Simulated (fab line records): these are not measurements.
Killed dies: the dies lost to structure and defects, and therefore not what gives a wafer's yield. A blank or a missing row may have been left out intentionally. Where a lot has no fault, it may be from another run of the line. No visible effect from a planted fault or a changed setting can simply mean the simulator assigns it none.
Chamber matching | flow nand harc | NHARC_P_CONTACT_ALD_22 on ald metal-04 has 4 sister chambers
The step deposits TiN, target thk 3 nm, pulse time 1 s, ald cycles 150. 27 wafers are shown with their chamber, then 12 later ones without.

== WAFERS, EACH WITH ITS CHAMBER ==
wafer  | chamber | heater power w (W) | heater power outer w (W) | precursor pulse height rel
L075.2 | 1       | 1147               | 665                      | 0.998
L075.3 | 2       | 1262               | 749                      | 1.025
L075.5 | 2       | 1281               | 727                      | 0.976
L076.1 | 2       | 1287               | 734                      | 1.010
L076.2 | 3       | 993                | 639                      | 1.021
L076.4 | 2       | 1241               | 734                      | 0.977
L078.2 | 0       | 1162               | 691                      | 0.979
L078.3 | 1       | 1168               | 677                      | 1.008
L078.6 | 2       | 1262               | 762                      | 0.987
L079.2 | 3       | 1030               | 646                      | 0.986
L079.4 | 0       | 1170               | 707                      | 1.003
L079.6 | 2       | 1293               | 767                      | 1.017
L081.1 | 3       | 1082               | 676                      | 0.996
L081.5 | 2       | 1259               | 751                      | 0.993
L081.6 | 0       | 1150               | 708                      | 0.973
L082.2 | 1       | 1144               | 669                      | 0.984
L082.5 | 1       | 1171               | 661                      | 1.007
L082.6 | 0       | 1119               | 684                      | 0.996
L087.3 | 2       | 1285               | 731                      | 0.984
L087.5 | 3       | 1038               | 678                      | 1.005
L087.6 | 0       | 1133               | 690                      | 0.969
L089.2 | 3       | 1035               | 664                      | 1.006
L089.3 | 1       | 1175               | 666                      | 1.003
L089.6 | 1       | 1174               | 674                      | 1.031
L090.1 | 0       | 1127               | 706                      | 0.998
L090.2 | 3       | 1033               | 663                      | 1.024
L090.6 | 2       | 1252               | 773                      | 0.985

SIGNATURES (means of the wafers above)
reading                    | chamber 0 | chamber 1 | chamber 2 | chamber 3 | scatter within a chamber
heater power w             | 1143.50   | 1163.17   | 1269.11   | 1035.17   | 20.5
heater power outer w       | 697.67    | 668.67    | 747.56    | 661.00    | 13.6
precursor pulse height rel | 0.98633   | 1.00517   | 0.99489   | 1.00633   | 0.016
Rule: for a wafer and a chamber, the distance is found by dividing, reading by reading, the gap between the wafer's reading and the chamber's mean by the reading's scatter, squaring, summing and taking the root. If the next closest chamber is less than 2 further off than the closest, the wafer can't be placed; otherwise it belongs to the closest. How the scatter is found: for the shown wafers, subtract from each reading the mean of its chamber, square and add these, divide the total by (wafers less chambers), then take the root.

== WAFERS MISSING THEIR CHAMBER ==
wafer  | heater power w (W) | heater power outer w (W) | precursor pulse height rel
L091.2 | 1049               | 669                      | 0.987
L091.3 | 1170               | 692                      | 0.999
L091.6 | 1121               | 674                      | 1.044
L094.1 | 1123               | 682                      | 1.005
L094.2 | 1151               | 710                      | 0.992
L094.5 | 1090               | 706                      | 0.970
L097.1 | 1200               | 677                      | 1.010
L097.3 | 1118               | 699                      | 0.976
L097.4 | 1218               | 766                      | 0.980
L097.2 | 1100               | 692                      | 0.965
L097.5 | 1214               | 696                      | 0.987
L097.6 | 1239               | 760                      | 1.021

== EACH ONE'S CHAMBER ==
wafer  | from the rows above          | in truth
L091.2 | 3                            | 3
L091.3 | can't be placed: 0 or 1      | 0
L091.6 | can't be placed: 1 or 0 or 3 | 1
L094.1 | can't be placed: 0 or 1      | 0
L094.2 | 0                            | 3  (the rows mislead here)
L094.5 | can't be placed: 0 or 3      | 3
L097.1 | can't be placed: 1 or 0      | 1
L097.3 | 0                            | 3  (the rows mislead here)
L097.4 | 2                            | 2
L097.2 | can't be placed: 0 or 1      | 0
L097.5 | can't be placed: 1 or 0 or 2 | 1
L097.6 | 2                            | 2
Placed correctly: 3 of 12. Not placeable from these rows: 7 (in 7, the candidates include the true chamber). Wrongly placed: 2.
